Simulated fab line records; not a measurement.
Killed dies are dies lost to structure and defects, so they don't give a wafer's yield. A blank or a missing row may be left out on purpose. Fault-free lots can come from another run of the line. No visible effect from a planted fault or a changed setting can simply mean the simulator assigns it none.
A struck lot beside a sound one / flow n5 finfet / 15 out of 1938 route steps
Sound: these wafers, L921.1, L921.3, L921.5. Wafers L926.1, L926.2, L926.5 were the ones struck. At the end, the cause is stated.
Order at every step that has rows: each side's tool, ch and its chambers, its first start. Under that, the readings that differ: sound wafers / struck wafers / difference of the means / sigmas: that difference in standard deviations of wafers without a fault.
alike: readings with means less than 2 such deviations apart, plus words and numbers identical on both sides. not compared: withheld readings, readings lacking a value on some wafer, bounds such as >300 that could conceal the same value, and numbers that have no deviation in the record and whose values overlap.
A row with sigmas, a row that says differs or no value, or rows on one side alone: a step with any of these is where the two part. Numbers that don't overlap but have no deviation are shown without sigmas and don't part them. A reading that every wafer of one side lacks parts them only if that side has two wafers or more.

first, 7 steps without rows for these wafers: N5_WELL_APT_COAT_02 (resist thk 950 nm); N5_WELL_APT_EBR_04; N5_WELL_APT_SOFTBAKE_03 (time 60 s); N5_WELL_APT_EXPOSE_05 (exposes mask NWELL, defocus 0 nm, target cd 200 nm); N5_WELL_APT_PEB_06 (peb time 90 s); N5_WELL_APT_DEVELOP_07 (develop time 45 s); N5_WELL_APT_HARDBAKE_12 (time 120 s).
N5_WELL_APT_CD_MEAS_08: the cd target is 200 nm.
  sound on cd sem-01 ch 0, day 3 13:43; struck on cd sem-01 ch 0, day 4 19:41
  alike: cd nm
N5_WELL_APT_OVL_MEAS_09:
  sound on overlay-02 ch 0, day 3 13:44; struck on overlay-02 ch 0, day 4 19:43
  alike: NWELL_OVL
N5_WELL_APT_INSPECT_10: inspects for defects (macro).
  sound on defect inspect-01, day 3 13:46; struck on defect inspect-02, day 4 19:44
  alike: raw defect count
N5_WELL_APT_DESCUM_13: chemistry O2, time 7.9 s.
  sound on rie diel-01 ch 0,1,3, day 3 14:10; struck on rie diel-03 ch 0,1,3, day 4 19:49
  alike: drypump motor current A, oes product au, rf fwd power W, rf vpp V, showerhead plenum p Torr, throttle valve pct
  not compared: rf hours counter h
next, for these wafers, 1 step has no rows: N5_WELL_APT_IMPLANT_14.
N5_WELL_APT_IMPLANT_15:
  sound on implanter-01 ch 0, day 3 14:27; struck on implanter-02 ch 0, day 4 20:06
reading=beam energy keV; sound=24.995 24.995 24.998; struck=31.386 31.392 31.382; difference=+6.391; sigmas=+99 or more
reading=model.implant.rp nm (nm); sound=18.5 18.5 18.5; struck=22.44 22.44 22.44; difference=+3.94; sigmas=
reading=model.implant.drp nm (nm); sound=8.457 8.457 8.457; struck=9.967 9.967 9.967; difference=+1.510; sigmas=
then, 1 step without rows for these wafers: N5_WELL_APT_STRIP_16 (strips in SPM, time 900 s).
N5_PASSIVATION_PROBE_49:
  sound wafers here have rows in the record (prober-01, day 14 02:12); struck ones have none

## WHERE THEY PART
Earliest at N5_WELL_APT_IMPLANT_15; latest, in this record, at N5_PASSIVATION_PROBE_49.

WHY: what had been put in by the simulator
Process parameter drift: implanter-02, from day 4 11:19 on, at N5_WELL_APT_IMPLANT_15. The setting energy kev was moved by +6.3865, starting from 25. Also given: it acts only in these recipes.
